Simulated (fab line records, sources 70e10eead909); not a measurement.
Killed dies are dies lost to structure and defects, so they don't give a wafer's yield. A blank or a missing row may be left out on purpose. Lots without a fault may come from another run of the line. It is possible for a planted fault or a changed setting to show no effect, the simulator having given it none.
Matching of chambers    flow nand_harc    4 sister chambers for NHARC_A_STAIRCASE_DESCUM_186 on rie_diel-03
The step chemistry O2, time 3 s. 4 wafers are shown with their chamber, then 9 later ones without.

== WAFERS WITH THEIR CHAMBER ==
wafer   chamber  drypump_motor_current_A (A)
L081.5  1        4.9
L088.3  2        5.7
L088.5  3        6.7
L088.6  0        5.6

== WAFERS WHOSE CHAMBER IS MISSING ==
wafer   drypump_motor_current_A (A)
L093.1  6.8
L093.3  4.9
L093.6  6.8
L095.3  5.6
L095.5  4.9
L095.6  5.6
L096.1  5.6
L096.5  5.6
L096.6  6.7

== WHICH CHAMBER EACH WENT THROUGH ==
wafer    from the rows above   in truth
L093.1   3                     3
L093.3   1                     1
L093.6   3                     3
L095.3   0                     0
L095.5   1                     1
L095.6   0                     0
L096.1   0                     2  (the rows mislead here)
L096.5   0                     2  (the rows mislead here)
L096.6   3                     3
7 of 9 placed correctly. Not placeable from these rows: 0. Wrongly placed: 2.
How it was worked out, from the rows above alone: a wafer's distance from a chamber is the root of the sum, over the readings, of the square of ((its reading less the chamber's mean) divided by the reading's scatter). The wafer belongs to the nearest chamber; if the next one is less than 2 further off, it can't be placed. Each chamber's mean is taken over the wafers shown for it. The scatter: with one shown wafer a chamber, the root of the mean of the squares of how far each hidden wafer lies from its nearest shown one.
